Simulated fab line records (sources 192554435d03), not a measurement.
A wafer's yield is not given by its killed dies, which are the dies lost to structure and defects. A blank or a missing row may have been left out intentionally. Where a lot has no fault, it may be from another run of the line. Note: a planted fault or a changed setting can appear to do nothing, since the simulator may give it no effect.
Chamber matching -- flow n5Finfet -- N5_FIN_CUT_CUT_ETCH_27 on rieDiel-03: 4 sister chambers
The step etches SiO2 in CHF3/O2, target depth 4 nm, overetch 2 nm, time 4.9 s. 14 wafers are shown with their chamber, then 7 later ones without.

== WAFERS PAIRED WITH THEIR CHAMBERS ==
wafer,chamber,throttleValvePct (%),rfVppV (V),showerheadPlenumPTorr (Torr)
L076.1,3,18.91,507,2.40
L076.3,0,18.53,516,2.38
L076.5,3,18.91,509,2.40
L081.3,0,18.54,514,2.37
L081.4,2,18.76,545,2.46
L081.5,0,18.53,516,2.37
L087.1,2,18.77,545,2.46
L087.4,3,18.95,509,2.39
L087.5,1,19.19,533,2.48
L089.1,1,19.19,532,2.48
L089.4,2,18.77,546,2.45
L089.6,2,18.79,543,2.45
L090.2,2,18.79,545,2.45
L090.4,0,18.56,515,2.37

SIGNATURES (means of the wafers above)
reading,chamber 0,chamber 1,chamber 2,chamber 3,scatter within a chamber
throttleValvePct,18.5400,19.1900,18.7760,18.9233,0.0154
rfVppV,515.25,532.50,544.80,508.33,1.04
showerheadPlenumPTorr,2.3725,2.4800,2.4540,2.3967,0.00512
Rule: a wafer's distance from a chamber is the root of the sum, over the readings, of the square of ((its reading less the chamber's mean) divided by the reading's scatter). The wafer belongs to the nearest chamber; if the next one is less than 2 further off, it can't be placed. The scatter: take each reading less its chamber's mean, square it, sum over the shown wafers, divide by the number of wafers less the number of chambers, and take the root.

== WAFERS MISSING THEIR CHAMBER ==
wafer,throttleValvePct (%),rfVppV (V),showerheadPlenumPTorr (Torr)
L090.5,18.56,515,2.37
L091.2,18.78,545,2.45
L091.5,19.20,531,2.48
L091.6,18.56,515,2.37
L095.1,19.21,532,2.48
L095.3,18.57,516,2.36
L095.4,19.22,532,2.48

== WHICH CHAMBER EACH ONE RAN IN ==
wafer,from the rows above,in truth
L090.5,0,0
L091.2,2,2
L091.5,1,1
L091.6,0,0
L095.1,1,1
L095.3,0,0
L095.4,1,1
7 of 7 placed correctly. Not placeable from these rows: 0. Placed wrongly: 0.
